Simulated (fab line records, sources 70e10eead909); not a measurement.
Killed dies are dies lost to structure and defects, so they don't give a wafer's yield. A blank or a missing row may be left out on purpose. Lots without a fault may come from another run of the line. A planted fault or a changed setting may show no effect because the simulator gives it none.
fab line records | flow nand_harc
record lots=7 wafers=18 last_day=23
route steps=1159 shown A_SOURCE_PLATE@414 A_ONON_D1@424 END@1159
lots that met no fault: from a run of the same line without faults
start_h: hours from the record's first day to the start of the lot's first wafer shown | wait_h: hours since the lot's step before | " the same as in the row above | L1.1+2: a row that stands for several wafers | - no value, or no start given | * or withheld: withheld | < > ~ a bound
route shown NAME@n: a module of which the file shows steps, and the number in the route of the first | usual: mean/standard deviation of fault-free wafers | same: alike in all rows | chamber/n: place in a boat | sites: the reading at each site | _std_site: their standard deviation | _edge_site: outer sites' mean less inner sites' | radius_mm: how far each site lies from the wafer's centre | mask NAME#n: copy n | behind: the tool/chamber that last shaped the wafer | hold: why the lot was held/for how many hours/how that ended | device: the transistor (n, p or np) that didn't switch | end of line: the same wafers' tests at the end of the route | a step without rows: its recipe alone | killed: dies lost to structure and defects at the first sort, not the wafer's yield | map: a wafer's dies, x killed, . not, _ none there
set.NAME: the setting as run; set.NAME@STEP: as run at that earlier step | model.NAME: the simulator's own value behind a step, which no gauge read
lots at some steps of the route; a table a step, a row a wafer
services: from which hour (start_h, from the record's first day; less than 0 if before it) a tool's chamber was out of use, for how many hours, and why
## steps
# step NHARC_A_SOURCE_PLATE_SRD_01
# step NHARC_A_SOURCE_PLATE_OXIDE_02
# recipe target_thk_a=100 temp_c=900 ox_time_s=1362 material=SiO2
# step NHARC_A_SOURCE_PLATE_THK_MEAS_09
# recipe thk_meas_gauge=ellipsometry
# usual thk_nm=9.8/1
# columns lot.wafer tool chamber start_h wait_h thk_nm
L601.1 film_metro-02 - 151.66 0.4 9.5
L601.4 " - " " 9.4
L601.6 " - " " 9.6
L600.2 film_metro-01 - 151.66 0.4 10.1
L600.3 " - " " 8.3
L600.6 " - " " 9.4
L609.1 film_metro-01 - 204.48 0.4 8.8
L609.6 " - " " 10.0
L613.1 film_metro-01 - 217.72 0.4 11.2
L613.3 " - " " 11.6
L613.6 " - " " 9.2
L611.1 film_metro-02 - 217.73 0.4 9.5
L611.6 " - " " 9.9
L610.1 film_metro-01 - 225.99 0.4 9.0
L610.4 " - " " 9.2
L620.1 film_metro-02 - 267.04 0.4 10.2
L620.2 " - " " 9.6
L620.4 " - " " 9.3
# step NHARC_A_SOURCE_PLATE_PVD_04
# recipe target_thk_a=500 material=WSi2
# step NHARC_A_SOURCE_PLATE_CVD_03
# recipe target_thk_a=2000 temp_c=620 pressure_mtorr=200 time_s=4000 material=poly-Si
# step NHARC_A_SOURCE_PLATE_ANNEAL_05
# recipe temp_c=850 time_s=1800
# step NHARC_A_SOURCE_PLATE_THK_MEAS_06
# recipe thk_meas_gauge=ellipsometry
# usual thk_nm=199.5/2
# columns lot.wafer tool chamber start_h wait_h thk_nm
L601.1 film_metro-02 - 164.82 0.4 199.3
L601.4 " - " " 204.9
L601.6 " - " " 201.1
L600.2 film_metro-01 - 164.83 0.4 203.0
L600.3 " - " " 201.1
L600.6 " - " " 203.0
L609.1 film_metro-02 - 218.15 0.4 199.9
L609.6 " - " " 198.4
L611.1 film_metro-02 - 233.05 0.4 200.8
L611.6 " - " " 200.8
L613.1 film_metro-01 - 233.05 0.4 199.5
L613.3 " - " " 197.3
L613.6 " - " " 196.6
L610.1 film_metro-02 - 240.68 0.4 199.0
L610.4 " - " " 198.5
L620.1 film_metro-01 - 282.90 0.4 198.6
L620.2 " - " " 200.3
L620.4 " - " " 198.5
# step NHARC_A_SOURCE_PLATE_INSPECT_08
# usual raw_defect_count=53/19
# columns lot.wafer tool chamber start_h wait_h raw_defect_count
L601.1 defect_inspect-02 - 164.88 0.0 56
L601.4 " - " " 65
L601.6 " - " " 76
L600.2 defect_inspect-01 - 164.90 0.0 48
L600.3 " - " " 39
L600.6 " - " " 56
L609.1 defect_inspect-02 - 218.23 0.0 55
L609.6 " - " " 46
L613.1 defect_inspect-01 - 233.12 0.0 54
L613.3 " - " " 68
L613.6 " - " " 52
L611.1 defect_inspect-01 - 233.13 0.0 58
L611.6 " - " " 43
L610.1 defect_inspect-02 - 240.78 0.0 47
L610.4 " - " " 33
L620.1 defect_inspect-01 - 282.96 0.0 71
L620.2 " - " " 67
L620.4 " - " " 97
# step NHARC_A_ONON_D1_DEP_00
# recipe target_thk_a=10000 n2_flow_sccm=2750 n2o_flow_sccm=2000 nh3_flow_sccm=500 sih4_flow_sccm=210 temp_c=400
# step NHARC_A_ONON_D1_THK_MEAS_02
# recipe thk_meas_gauge=ellipsometry
# usual thk_nm=997/8.2
# columns lot.wafer tool chamber start_h wait_h thk_nm
L601.1 film_metro-01 - 165.46 - 997
L601.4 " - " " 997
L601.6 " - " " 999
L600.2 film_metro-02 - 165.47 - 1008
L600.3 " - " " 1009
L600.6 " - " " 1008
L609.1 film_metro-02 - 218.80 - 1001
L609.6 " - " " 1001
L613.1 film_metro-01 - 233.69 - 999
L613.3 " - " " 999
L613.6 " - " " 998
L611.1 film_metro-02 - 233.71 - 994
L611.6 " - " " 994
L610.1 film_metro-02 - 241.37 - 1005
L610.4 " - " " 1006
L620.1 film_metro-01 - 283.54 - 991
L620.2 " - " " 990
L620.4 " - " " 991
# step NHARC_A_ONON_D1_DEP_03
# recipe target_thk_a=10000 n2_flow_sccm=2750 n2o_flow_sccm=2000 nh3_flow_sccm=500 sih4_flow_sccm=210 temp_c=400
# columns lot.wafer tool chamber start_h wait_h
L601.1+4+6 pecvd_onon-02 0 165.52 0.1
L600.2+3+6 pecvd_onon-01 0 165.59 0.1
L609.1+6 pecvd_onon-03 0 218.86 0.1
L613.1+3+6 pecvd_onon-02 0 233.74 0.1
L611.1+6 pecvd_onon-03 0 233.77 0.1
L610.1+4 pecvd_onon-03 0 241.42 0.1
L620.1+2+4 pecvd_onon-01 0 283.60 0.1
# step NHARC_A_ONON_D1_THK_MEAS_05
# recipe thk_meas_gauge=ellipsometry
# usual thk_nm=1000/7.8
# columns lot.wafer tool chamber start_h wait_h thk_nm
L601.1 film_metro-02 - 166.03 - 1006
L601.4 " - " " 1007
L601.6 " - " " 1006
L600.2 film_metro-01 - 166.04 - 1009
L600.3 " - " " 1008
L600.6 " - " " 1009
L609.1 film_metro-02 - 219.37 - 992
L609.6 " - " " 360
L613.1 film_metro-01 - 234.26 - 996
L613.3 " - " " 993
L613.6 " - " " 995
L611.1 film_metro-02 - 234.28 - 988
L611.6 " - " " 352
L610.1 film_metro-02 - 241.93 - 1000
L610.4 " - " " 367
L620.1 film_metro-01 - 284.11 - 996
L620.2 " - " " 997
L620.4 " - " " 995
# step NHARC_A_ONON_D1_DEP_06
# recipe target_thk_a=10000 n2_flow_sccm=2750 n2o_flow_sccm=2000 nh3_flow_sccm=500 sih4_flow_sccm=210 temp_c=400
# step NHARC_END_SORT_01
# recipe temp_c=25
# usual killed_at_array=25/9.2 killed_at_other=0.8/1.2 killed_at_periphery=3.9/2.6 killed_dies=30/9.7 killed_open=3.4/1.9 killed_short=2.0/1.4
# same gross_dies=677
# columns lot.wafer tool chamber start_h wait_h killed_at_array killed_at_other killed_at_periphery killed_dies killed_open killed_short
L609.6 prober-02 0 503.04 4.0 673 1 3 677 3 4
L611.6 prober-01 0 519.20 4.0 668 4 5 677 5 1
L610.1 prober-02 0 517.48 2.5 32 1 0 33 2 4
L610.4 prober-02 0 519.92 3.4 673 2 2 677 3 6
# killed by level:class
L609.6 A_ONON_D1:area_dep=633 A_SLIT:chamber_film_flake=12 A_STAIRCASE:chamber_film_flake=8 A_CHANNEL_HOLE_D1:chamber_film_flake=5 A_WL_FILL:chamber_film_flake=5 A_CONTACT:chamber_film_flake=5 A_CHANNEL_FILL_D1:geometric_particle:short=2 A_CONTACT:geometric_particle:open=2
L610.1 A_SLIT:chamber_film_flake=13 A_CHANNEL_HOLE_D1:chamber_film_flake=10 A_STAIRCASE:chamber_film_flake=2 A_ONON_D1:geometric_particle:open=1 A_ONON_D1:geometric_particle:short=1 A_CHANNEL_HOLE_D1:geometric_particle:short=1 A_M0:geometric_particle:open=1 A_M0:geometric_particle:short=1
L611.6 A_ONON_D1:area_dep=637 A_SLIT:chamber_film_flake=14 A_CONTACT:chamber_film_flake=5 THIN_TSV:chamber_film_flake=4 P_ZERO_WELL:chamber_film_flake=3 A_CHANNEL_HOLE_D1:chamber_film_flake=3 A_STAIRCASE:chamber_film_flake=3 A_ONON_D1:geometric_particle:open=2
L610.4 A_ONON_D1:area_dep=626 A_SLIT:chamber_film_flake=17 A_CHANNEL_HOLE_D1:chamber_film_flake=14 A_CONTACT:chamber_film_flake=6 A_WL_FILL:geometric_particle:short=3 A_M0:geometric_particle:short=2 HYBRID_BOND:chamber_film_flake=2 A_SGD_CUT:geometric_particle:short=1
# map L609.6 (x killed, . not)
____________x____________
_________xxxxxxx_________
_______xxxxxxxxxxx_______
______xxxxxxxxxxxxx______
_____xxxxxxxxxxxxxxx_____
____xxxxxxxxxxxxxxxxx____
____xxxxxxxxxxxxxxxxx____
___xxxxxxxxxxxxxxxxxxx___
___xxxxxxxxxxxxxxxxxxx___
__xxxxxxxxxxxxxxxxxxxxx__
__xxxxxxxxxxxxxxxxxxxxx__
_xxxxxxxxxxxxxxxxxxxxxxx_
_xxxxxxxxxxxxxxxxxxxxxxx_
_xxxxxxxxxxxxxxxxxxxxxxx_
_xxxxxxxxxxxxxxxxxxxxxxx_
_xxxxxxxxxxxxxxxxxxxxxxx_
xxxxxxxxxxxxxxxxxxxxxxxxx
xxxxxxxxxxxxxxxxxxxxxxxxx
xxxxxxxxxxxxxxxxxxxxxxxxx
xxxxxxxxxxxxxxxxxxxxxxxxx
xxxxxxxxxxxxxxxxxxxxxxxxx
_xxxxxxxxxxxxxxxxxxxxxxx_
_xxxxxxxxxxxxxxxxxxxxxxx_
_xxxxxxxxxxxxxxxxxxxxxxx_
_xxxxxxxxxxxxxxxxxxxxxxx_
_xxxxxxxxxxxxxxxxxxxxxxx_
__xxxxxxxxxxxxxxxxxxxxx__
__xxxxxxxxxxxxxxxxxxxxx__
___xxxxxxxxxxxxxxxxxxx___
___xxxxxxxxxxxxxxxxxxx___
____xxxxxxxxxxxxxxxxx____
____xxxxxxxxxxxxxxxxx____
_____xxxxxxxxxxxxxxx_____
______xxxxxxxxxxxxx______
_______xxxxxxxxxxx_______
_________xxxxxxx_________
____________x____________
# map L610.4 (x killed, . not)
____________x____________
_________xxxxxxx_________
_______xxxxxxxxxxx_______
______xxxxxxxxxxxxx______
_____xxxxxxxxxxxxxxx_____
____xxxxxxxxxxxxxxxxx____
____xxxxxxxxxxxxxxxxx____
___xxxxxxxxxxxxxxxxxxx___
___xxxxxxxxxxxxxxxxxxx___
__xxxxxxxxxxxxxxxxxxxxx__
__xxxxxxxxxxxxxxxxxxxxx__
_xxxxxxxxxxxxxxxxxxxxxxx_
_xxxxxxxxxxxxxxxxxxxxxxx_
_xxxxxxxxxxxxxxxxxxxxxxx_
_xxxxxxxxxxxxxxxxxxxxxxx_
_xxxxxxxxxxxxxxxxxxxxxxx_
xxxxxxxxxxxxxxxxxxxxxxxxx
xxxxxxxxxxxxxxxxxxxxxxxxx
xxxxxxxxxxxxxxxxxxxxxxxxx
xxxxxxxxxxxxxxxxxxxxxxxxx
xxxxxxxxxxxxxxxxxxxxxxxxx
_xxxxxxxxxxxxxxxxxxxxxxx_
_xxxxxxxxxxxxxxxxxxxxxxx_
_xxxxxxxxxxxxxxxxxxxxxxx_
_xxxxxxxxxxxxxxxxxxxxxxx_
_xxxxxxxxxxxxxxxxxxxxxxx_
__xxxxxxxxxxxxxxxxxxxxx__
__xxxxxxxxxxxxxxxxxxxxx__
___xxxxxxxxxxxxxxxxxxx___
___xxxxxxxxxxxxxxxxxxx___
____xxxxxxxxxxxxxxxxx____
____xxxxxxxxxxxxxxxxx____
_____xxxxxxxxxxxxxxx_____
______xxxxxxxxxxxxx______
_______xxxxxxxxxxx_______
_________xxxxxxx_________
____________x____________
## services
# columns tool chamber start_h hours kind
pecvd_onon-03 - 153.00 13.0 pm
pecvd_onon-01 - 195.00 13.0 pm
## key
first_sign step=NHARC_A_ONON_D1_THK_MEAS_05 reading=thk_nm direction=down sigmas=82 usual=1000 struck=360
effect step=NHARC_END_SORT_01 reading=killed_at_array direction=up sigmas=70 usual=25 struck=671
more_kills_born_at NHARC_A_ONON_D1_DEP_03@pecvd_onon-03=1896
met_at NHARC_A_ONON_D1_DEP_03
struck_wafers L609.6,L610.4,L611.6
later_rows_left_out L609.6,L610.4,L611.6
tester_left_out L609,L610,L611
fault kind=process_parameter_drift tool=pecvd_onon-03 chamber=- onset_h=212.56 steps=NHARC_A_ONON_D1_DEP_03 channel=target_thk_a offset=* shape=step end_h=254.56 scope=struck_wafers_only acts_in=* stated=*
# tester_left_out: of these lots the tester's yield and bins aren't shown, on N5 and GAA mostly nor the transistor test; their killed dies are dies lost to structure and defects alone, not to doping, threshold or leakage, so they don't give the yield
# later_rows_left_out: the simulator's readings of these wafers behind a module that went badly wrong aren't trusted and aren't shown, but for the sort
